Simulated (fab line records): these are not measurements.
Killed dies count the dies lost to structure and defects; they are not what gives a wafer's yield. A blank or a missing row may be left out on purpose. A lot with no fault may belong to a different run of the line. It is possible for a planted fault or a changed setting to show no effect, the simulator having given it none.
Which tool was responsible? ; flow n5Finfet ; 9 lots with 26 wafers sampled at 5 steps, on a route of 1938 steps

## WHAT THE GAUGES READ, wafer by wafer
N5_BEOL_M4_RC_MEAS_101. Usual: DIBL_N 36.3 mV/V, standard deviation 1.6; DIBL_P 36.2 mV/V, standard deviation 2; IOFF_N 0.160 nA/um, standard deviation 0.028; IOFF_P 0.21 nA/um, standard deviation 0.036; ION_N 677 uA/um, standard deviation 11; ION_P 465 uA/um, standard deviation 6.9; SS_N 71.5 mV/dec, standard deviation 0.55; SS_P 73.3 mV/dec, standard deviation 0.64; VT_N 250 mV, standard deviation 3; VT_P -250 mV, standard deviation 3.5.
lot;measured;on;DIBL_N (mV/V);DIBL_P (mV/V);IOFF_N (nA/um);IOFF_P (nA/um);ION_N (uA/um);ION_P (uA/um);SS_N (mV/dec);SS_P (mV/dec);VT_N (mV);VT_P (mV);flag
L501;day 9 08:10;prober-01;33.3 34.5 34.5;33.7 34.8 33.9;0.114 0.136 0.139;0.15 0.17 0.16;660 679 669;456 470 457;70.6 70.5 71.2;72.6 72.8 73.1;256 255 252;-255 -252 -254;
L502;day 9 10:43;prober-02;37.8 38.3 40.5;37.0 36.7 40.7;0.155 0.152 0.222;0.22 0.22 0.30;679 662 699;473 469 477;71.5 71.8 72.4;73.6 73.4 74.5;251 253 246;-249 -248 -244;
L503;day 9 12:29;prober-01;37.1 37.2 36.6;36.7 35.5 35.7;0.159 0.166 0.150;0.21 0.20 0.19;679 671 683;467 459 461;72.0 72.2 71.2;73.0 72.8 72.2;250 247 249;-252 -250 -250;
L506;day 10 15:08;prober-01;37.8 38.0 37.6;38.9 39.1 38.2;0.187 0.190 0.177;0.29 0.29 0.27;684 688 673;478 479 469;71.4 72.1 71.1;73.6 73.4 73.6;246 248 248;-243 -243 -244;
L507;day 10 22:34;prober-01;35.6 36.8 35.2;36.5 39.4 38.0;0.143 0.181 0.152;0.18 0.22 0.20;679 694 671;462 470 458;71.3 72.5 72.0;73.0 73.3 72.7;252 249 250;-257 -252 -255;
L509;day 11 00:25;prober-02;37.0 35.0 35.2;34.4 33.2 32.7;0.143 0.127 0.130;0.18 0.17 0.16;663 668 673;460 463 459;71.6 70.7 71.0;73.0 72.5 72.9;253 253 254;-253 -256 -257;
L510;day 11 02:11;prober-01;37.0 36.2 37.1;36.9 37.5 37.5;0.165 0.169 0.171;0.19 0.20 0.20;680 685 691;460 469 471;72.2 71.6 72.1;73.3 73.2 74.1;249 251 249;-254 -252 -256;
L515;day 12 16:37;prober-01;37.2 36.1 34.9;37.2 36.7 35.5;0.156 0.142 0.133;0.20 0.19 0.18;675 666 673;459 457 463;71.4 71.4 71.2;73.1 73.5 72.8;252 254 252;-251 -251 -251;
L518;day 13 12:34;prober-02;34.3 34.5;34.8 34.4;0.135 0.128;0.20 0.18;665 665;463 462;71.1 70.9;73.0 73.1;251 253;-249 -252;

## EACH LOT AND THE TOOL THAT RAN IT (in order: tool; ch and the chambers of the sampled wafers; start)
lot;N5_HKMG_FIN_STRIP_19;N5_HKMG_FIN_ETCH_67;N5_HKMG_FIN_STRIP_90;N5_HKMG_FIN_STRIP_69
L501;plasmaAsher-01 ch 0,1, day 5 05:14;rieDiel-02 ch 1,2, day 5 07:05;rieDiel-02 ch 1,2, day 5 07:08;plasmaAsher-01 ch 0,1, day 5 07:29
L502;plasmaAsher-02 ch 0,1, day 5 11:36;rieDiel-03 ch 0,3, day 5 13:24;rieDiel-03 ch 0,3, day 5 13:28;plasmaAsher-01 ch 0,1, day 5 13:46
L503;plasmaAsher-02 ch 0,1, day 5 16:15;rieDiel-02 ch 2,3, day 5 18:14;rieDiel-02 ch 2,3, day 5 18:18;plasmaAsher-02 ch 0,1, day 5 18:36
L506;plasmaAsher-01 ch 0,1, day 6 08:21;rieDiel-03 ch 0,1,3, day 6 10:08;rieDiel-03 ch 0,1,3, day 6 10:11;plasmaAsher-01 ch 0,1, day 6 10:37
L507;plasmaAsher-02 ch 0,1, day 6 16:11;rieDiel-02 ch 1,3, day 6 18:05;rieDiel-02 ch 1,3, day 6 18:09;plasmaAsher-01 ch 1, day 6 18:27
L509;plasmaAsher-01 ch 1, day 7 06:02;rieDiel-02 ch 0,3, day 7 08:07;rieDiel-02 ch 0,3, day 7 08:11;plasmaAsher-01 ch 0, day 7 08:29
L510;plasmaAsher-01 ch 0,1, day 7 12:16;rieDiel-03 ch 2,3, day 7 14:03;rieDiel-03 ch 2,3, day 7 14:07;plasmaAsher-01 ch 0,1, day 7 14:32
L515;plasmaAsher-02 ch 0,1, day 8 14:58;rieDiel-02 ch 0,3, day 8 16:45;rieDiel-02 ch 0,3, day 8 16:50;plasmaAsher-02 ch 0,1, day 8 17:11
L518;plasmaAsher-02 ch 0,1, day 9 11:13;rieDiel-06 ch 2,3, day 9 13:01;rieDiel-06 ch 2,3, day 9 13:05;plasmaAsher-02 ch 0, day 9 13:30
- N5_HKMG_FIN_STRIP_19: strips in N2/H2, time 360 s.
- N5_HKMG_FIN_ETCH_67: etches SOC in N2/H2, stops on TiN, target depth 388.9 nm.
- N5_HKMG_FIN_STRIP_90: strips SOC in N2/H2, time 20 s.
- N5_HKMG_FIN_STRIP_69: strips in N2/H2, time 360 s.

## WHAT THE TOOLS THEMSELVES READ (means of the sampled wafers that have a number; where no wafer has one, the mark that the record gives instead)
N5_HKMG_FIN_STRIP_19. Usual: drypumpMotorCurrentA 5.68 A, standard deviation 0.29; heaterPowerW 467 W, standard deviation 49; n2FlowSccm 1750 sccm, standard deviation 5.5.
lot;tool;drypumpMotorCurrentA (A);heaterPowerW (W);n2FlowSccm (sccm);flag
L501;plasmaAsher-01;5.30;510;1745;
L502;plasmaAsher-02;5.86;456;1755;
L503;plasmaAsher-02;5.85;450;1753;
L506;plasmaAsher-01;5.29;512;1752;
L507;plasmaAsher-02;5.95;425;1757;
L509;plasmaAsher-01;5.37;501;1752;
L510;plasmaAsher-01;5.30;513;1751;
L515;plasmaAsher-02;5.84;460;1751;
L518;plasmaAsher-02;5.89;444;1748;

N5_HKMG_FIN_ETCH_67. Usual: drypumpMotorCurrentA is 5.7 A with standard deviation 0.46, n2FlowSccm is 200.0 sccm with standard deviation 0.58, oesProductAu is 0.81 a.u. with standard deviation 0.089, rfFwdPowerW is 844.1 W with standard deviation 2.9, rfVppV is 241.3 V with standard deviation 1.3, showerheadPlenumPTorr is 2.59 Torr with standard deviation 0.077, and throttleValvePct is 17.77 % with standard deviation 0.25.
lot;tool;drypumpMotorCurrentA (A);n2FlowSccm (sccm);oesProductAu (a.u.);rfFwdPowerW (W);rfVppV (V);showerheadPlenumPTorr (Torr);throttleValvePct (%);flag
L501;rieDiel-02;5.7;200.0;0.69;846.9;241.2;2.57;17.83;
L502;rieDiel-03;5.8;200.0;0.87;846.7;240.7;2.59;17.82;
L503;rieDiel-02;5.4;200.2;0.73;843.8;239.9;2.53;17.78;
L506;rieDiel-03;5.8;200.0;0.87;842.9;242.0;2.62;17.76;
L507;rieDiel-02;5.2;199.7;0.78;842.9;241.2;2.59;17.59;
L509;rieDiel-02;5.9;199.6;0.90;847.2;240.7;2.53;17.84;
L510;rieDiel-03;5.6;200.0;0.86;842.9;241.8;2.63;17.84;
L515;rieDiel-02;5.4;200.6;0.85;978.2;229.6;2.55;17.68;OFF
L518;rieDiel-06;5.5;200.9;0.83;845.0;241.6;2.63;17.55;

N5_HKMG_FIN_STRIP_90. Usual: drypumpMotorCurrentA is 5.7 A with standard deviation 0.46, n2FlowSccm is 299.9 sccm with standard deviation 0.82, oesProductAu is 0.83 a.u. with standard deviation 0.096, powerW is 500.1 W with standard deviation 1.3, rfVppV is 54.2 V with standard deviation 0.86, showerheadPlenumPTorr is 3.41 Torr with standard deviation 0.098, and throttleValvePct is 19.1 % with standard deviation 0.37.
lot;tool;drypumpMotorCurrentA (A);n2FlowSccm (sccm);oesProductAu (a.u.);powerW (W);rfVppV (V);showerheadPlenumPTorr (Torr);throttleValvePct (%);flag
L501;rieDiel-02;5.7;300.0;0.69;502.0;54.3;3.39;19.2;
L502;rieDiel-03;5.8;300.2;0.86;499.8;54.5;3.42;19.3;
L503;rieDiel-02;5.4;300.0;0.75;499.2;54.3;3.34;19.1;
L506;rieDiel-03;5.8;299.4;0.89;499.3;54.4;3.46;19.1;
L507;rieDiel-02;5.2;299.7;0.78;500.9;54.1;3.42;18.9;
L509;rieDiel-02;5.9;300.4;0.92;499.2;53.8;3.34;19.3;
L510;rieDiel-03;5.6;299.5;0.87;500.7;54.5;3.47;19.3;
L515;rieDiel-02;5.5;299.7;0.86;500.6;54.2;3.36;19.0;
L518;rieDiel-06;5.4;299.1;0.86;499.5;53.9;3.47;18.9;

N5_HKMG_FIN_STRIP_69. Usual: drypumpMotorCurrentA 5.56 A, standard deviation 0.3; heaterPowerW 479 W, standard deviation 45; n2FlowSccm 1751 sccm, standard deviation 6.
lot;tool;drypumpMotorCurrentA (A);heaterPowerW (W);n2FlowSccm (sccm);flag
L501;plasmaAsher-01;5.31;506;1750;
L502;plasmaAsher-01;5.34;501;1755;
L503;plasmaAsher-02;5.92;426;1749;
L506;plasmaAsher-01;5.32;506;1747;
L507;plasmaAsher-01;5.35;499;1751;
L509;plasmaAsher-01;5.28;523;1744;
L510;plasmaAsher-01;5.34;501;1748;
L515;plasmaAsher-02;5.86;459;1749;
L518;plasmaAsher-02;6.03;398;1756;

## THE ANSWER, worked out from the rows above alone
Rule: a lot is off if the mean of its wafers that have a number lies more than 3 standard deviations from the usual mean. Also off: a lot with no number at a reading for which 4 or more lots have one. Any other lot the step has rows for is counted as sound. Order of review: gauges by route order, followed by the tools' own readings, for which a lot's mean as printed above is used. The first step at which some lot is off is used, and at that step the reading that is off furthest; a lot without a number counts as furthest.
Off: L515, at N5_HKMG_FIN_ETCH_67 (rfFwdPowerW).
A tool fits if, at that step or a process step before it, it ran every lot that is off, and no sound lot after the first of them. One fits: N5_HKMG_FIN_ETCH_67 on rieDiel-02. Its last sound lot is L509 (day 7 08:07), its first lot that is off L515 (day 8 16:45): a fault that began between those two fits.
The tool's own readings at N5_HKMG_FIN_ETCH_67 bear it out: on the lots that are off they differ by more than 5 times the standard deviation of the sound lots' means. rfFwdPowerW reads 978.2 W there against 844.8 W on the sound lots; rfVppV reads 229.6 V there against 241.1 V on the sound lots.

## WHAT THE SIMULATOR HAD INSERTED
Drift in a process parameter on rieDiel-02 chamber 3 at N5_HKMG_FIN_ETCH_67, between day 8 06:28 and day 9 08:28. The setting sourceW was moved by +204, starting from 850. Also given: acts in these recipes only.
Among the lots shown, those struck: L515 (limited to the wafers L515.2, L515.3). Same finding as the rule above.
